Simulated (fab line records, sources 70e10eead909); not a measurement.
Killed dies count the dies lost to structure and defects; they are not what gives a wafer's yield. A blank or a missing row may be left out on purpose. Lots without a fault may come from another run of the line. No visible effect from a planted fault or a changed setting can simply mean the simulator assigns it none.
Chamber matching ; flow nand-harc ; NHARC_THIN_TSV_DEP_43 on pecvd-04: 3 sister chambers
The step deposits SiO2, target thk 1328.5 nm. 3 wafers are shown with their chamber, then 8 later ones without.

## WAFERS PAIRED WITH THEIR CHAMBERS
wafer;chamber;throttle-valve-pct (%)
L610.6;1;16.1
L615.5;2;15.5
L625.1;0;16.6

## WAFERS MISSING THEIR CHAMBER
wafer;throttle-valve-pct (%)
L625.2;16.1
L625.5;16.4
L627.2;15.6
L627.3;16.6
L627.4;15.6
L628.1;15.8
L628.2;16.1
L628.4;15.6

## WHICH CHAMBER EACH ONE RAN IN
wafer;from the rows above;in truth
L625.2;1;1
L625.5;can't be placed: 0 or 1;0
L627.2;2;2
L627.3;0;0
L627.4;2;2
L628.1;can't be placed: 1 or 2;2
L628.2;1;1
L628.4;2;2
Correctly placed: 6 of 8. Unplaceable from these rows: 2, with the true chamber sitting among the candidates in 2. 0 placed wrongly.
How it was worked out, from the rows above alone: a wafer's distance from a chamber is the root of the sum, over the readings, of the square of ((its reading less the chamber's mean) divided by the reading's scatter). The wafer belongs to the nearest chamber; if the next one is less than 2 further off, it can't be placed. Each chamber's mean is taken over the wafers shown for it. The scatter: root of mean squared gap, hidden wafer to nearest shown wafer, with one shown wafer a chamber.
